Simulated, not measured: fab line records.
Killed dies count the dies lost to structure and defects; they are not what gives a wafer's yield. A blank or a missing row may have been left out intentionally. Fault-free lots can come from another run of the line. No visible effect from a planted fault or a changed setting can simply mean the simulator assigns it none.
Chamber matching    flow nand_harc    NHARC_P_GATE_DESCUM_61 on rie_diel-03 has 4 sister chambers
The step chemistry O2, time 3 s. 14 wafers are shown with their chamber, then 7 later ones without.

## WAFERS WITH THEIR CHAMBER
wafer   chamber  showerhead_plenum_p_Torr (Torr)  drypump_motor_current_A (A)  oes_product_au (a.u.)
L075.3  1        1.81                             5.7                          1.008
L075.4  0        1.98                             5.5                          1.003
L075.5  3        2.03                             4.7                          0.999
L085.1  0        1.98                             5.5                          0.988
L085.3  1        1.81                             5.8                          1.011
L085.5  3        2.03                             4.8                          0.997
L086.3  0        1.97                             5.5                          0.994
L086.4  3        2.03                             4.8                          0.993
L086.6  0        1.98                             5.5                          0.992
L087.2  3        2.03                             4.8                          0.994
L087.4  0        1.98                             5.5                          1.003
L087.6  0        1.98                             5.5                          0.993
L087.1  1        1.81                             5.8                          1.008
L087.3  2        2.02                             6.1                          1.000

SIGNATURES (means of the wafers above)
reading                   chamber 0  chamber 1  chamber 2  chamber 3  scatter within a chamber
showerhead_plenum_p_Torr  1.9783     1.8100     2.0200     2.0300     0.00289
drypump_motor_current_A   5.500      5.767      6.100      4.775      0.0376
oes_product_au            0.99550    1.00900    1.00000    0.99575    0.00467
Rule: a wafer lies at a distance from a chamber equal to the root of the sum of squares, over the readings, of (its reading less the chamber's mean, divided by the reading's scatter). If the next closest chamber is less than 2 further off than the closest, the wafer can't be placed; otherwise it belongs to the closest. The scatter: take each reading less its chamber's mean, square it, sum over the shown wafers, divide by the number of wafers less the number of chambers, and take the root.

## WAFERS WHOSE CHAMBER IS MISSING
wafer   showerhead_plenum_p_Torr (Torr)  drypump_motor_current_A (A)  oes_product_au (a.u.)
L087.5  1.81                             5.8                          1.009
L089.2  1.97                             5.5                          1.012
L089.3  2.02                             6.0                          0.998
L089.5  1.81                             5.8                          1.014
L096.2  2.02                             6.1                          1.006
L096.5  1.81                             5.7                          1.002
L096.6  2.02                             6.1                          1.005

## WHICH CHAMBER EACH WENT THROUGH
wafer   from the rows above  in truth
L087.5  1                    1
L089.2  0                    0
L089.3  2                    2
L089.5  1                    1
L096.2  2                    2
L096.5  1                    1
L096.6  2                    2
Correctly placed: 7 of 7. Can't be placed from these rows: 0. Number placed wrongly: 0.
